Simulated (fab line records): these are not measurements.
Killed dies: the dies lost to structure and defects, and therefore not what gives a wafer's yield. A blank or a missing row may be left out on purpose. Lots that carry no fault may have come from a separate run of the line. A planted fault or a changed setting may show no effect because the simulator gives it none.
Matching of chambers :: flow nand-harc :: 3 sister chambers for NHARC_A_M1_PRE_CLEAN_32 on pecvd-03
The step time 12 s. 14 wafers are shown with their chamber, then 7 later ones without.

## WAFERS WITH THEIR CHAMBER
wafer: L513.1
chamber: 2
heater-power-w (W): 593
rf-fwd-power-W (W): 292.2

wafer: L513.3
chamber: 0
heater-power-w (W): 620
rf-fwd-power-W (W): 292.3

wafer: L513.6
chamber: 0
heater-power-w (W): 616
rf-fwd-power-W (W): 293.3

wafer: L519.1
chamber: 1
heater-power-w (W): 680
rf-fwd-power-W (W): 292.3

wafer: L519.4
chamber: 0
heater-power-w (W): 540
rf-fwd-power-W (W): 291.6

wafer: L519.6
chamber: 2
heater-power-w (W): 579
rf-fwd-power-W (W): 292.8

wafer: L521.3
chamber: 2
heater-power-w (W): 584
rf-fwd-power-W (W): 293.4

wafer: L521.4
chamber: 1
heater-power-w (W): 691
rf-fwd-power-W (W): 291.4

wafer: L521.6
chamber: 0
heater-power-w (W): 562
rf-fwd-power-W (W): 290.8

wafer: L525.2
chamber: 0
heater-power-w (W): 522
rf-fwd-power-W (W): 291.9

wafer: L525.3
chamber: 2
heater-power-w (W): 581
rf-fwd-power-W (W): 291.9

wafer: L525.6
chamber: 2
heater-power-w (W): 587
rf-fwd-power-W (W): 292.1

wafer: L530.2
chamber: 2
heater-power-w (W): 588
rf-fwd-power-W (W): 292.2

wafer: L530.3
chamber: 0
heater-power-w (W): 593
rf-fwd-power-W (W): 294.3

SIGNATURES (means of the wafers above)
reading: heater-power-w
chamber 0: 575.50
chamber 1: 685.50
chamber 2: 585.33
scatter within a chamber: 27.7

reading: rf-fwd-power-W
chamber 0: 292.367
chamber 1: 291.850
chamber 2: 292.433
scatter within a chamber: 0.946
Rule: a wafer's distance from a chamber is the root of the sum, over the readings, of the square of ((its reading less the chamber's mean) divided by the reading's scatter). The wafer belongs to the nearest chamber; if the next one is less than 2 further off, it can't be placed. The scatter is the square root of a quotient: the sum, over the shown wafers, of each reading's squared deviation from its chamber's mean, divided by wafers minus chambers.

## WAFERS MISSING THEIR CHAMBER
wafer: L530.6
heater-power-w (W): 585
rf-fwd-power-W (W): 294.3

wafer: L531.4
heater-power-w (W): 554
rf-fwd-power-W (W): 292.9

wafer: L531.5
heater-power-w (W): 523
rf-fwd-power-W (W): 292.4

wafer: L531.6
heater-power-w (W): 602
rf-fwd-power-W (W): 292.2

wafer: L534.2
heater-power-w (W): 674
rf-fwd-power-W (W): 292.9

wafer: L534.3
heater-power-w (W): 526
rf-fwd-power-W (W): 292.3

wafer: L534.6
heater-power-w (W): 687
rf-fwd-power-W (W): 293.3

## THE CHAMBER EACH PASSED THROUGH
wafer: L530.6
from the rows above: can't be placed: 2 or 0
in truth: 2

wafer: L531.4
from the rows above: can't be placed: 0 or 2
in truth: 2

wafer: L531.5
from the rows above: can't be placed: 0 or 2
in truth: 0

wafer: L531.6
from the rows above: can't be placed: 2 or 0
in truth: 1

wafer: L534.2
from the rows above: 1
in truth: 1

wafer: L534.3
from the rows above: can't be placed: 0 or 2
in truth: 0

wafer: L534.6
from the rows above: 1
in truth: 1
Placed correctly: 2 of 7. Can't be placed from these rows: 5 (the true chamber is among the candidates in 4). Wrongly placed: 0.
